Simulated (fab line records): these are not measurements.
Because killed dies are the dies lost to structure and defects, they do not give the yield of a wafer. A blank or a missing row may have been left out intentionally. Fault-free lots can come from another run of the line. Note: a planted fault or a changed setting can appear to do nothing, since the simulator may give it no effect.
Chamber matching	flow n5Finfet	N5_BEOL_M14_ETCH_59 on rieDiel-02: 4 sister chambers
The step etches BARC in N2/H2, target depth 89 nm, overetch 26.7 nm, time 67.9 s. 4 wafers are shown with their chamber, then 9 later ones without.

== WAFERS PAIRED WITH THEIR CHAMBERS ==
wafer	chamber	throttleValvePct (%)
L085.6	3	17.67
L087.1	1	17.50
L087.3	0	18.17
L087.6	2	17.60

== WAFERS WITH NO CHAMBER GIVEN ==
wafer	throttleValvePct (%)
L092.2	17.66
L092.3	17.52
L092.4	18.19
L096.2	17.69
L096.3	17.52
L096.6	17.52
L097.1	18.22
L097.3	17.71
L097.4	17.64

== CHAMBER TAKEN BY EACH ==
wafer	from the rows above	in truth
L092.2	can't be placed: 3 or 2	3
L092.3	1	1
L092.4	0	0
L096.2	3	3
L096.3	1	1
L096.6	1	1
L097.1	0	0
L097.3	3	3
L097.4	can't be placed: 3 or 2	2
Correctly placed: 7 of 9. Unplaceable from these rows: 2, with the true chamber sitting among the candidates in 2. Number placed wrongly: 0.
How it was worked out, from the rows above alone: a wafer's distance from a chamber is the root of the sum, over the readings, of the square of ((its reading less the chamber's mean) divided by the reading's scatter). The wafer belongs to the nearest chamber; if the next one is less than 2 further off, it can't be placed. Each chamber's mean is taken over the wafers shown for it. The scatter (one wafer shown for each chamber): square how far every hidden wafer sits from the nearest shown wafer, average those squares and take the square root.
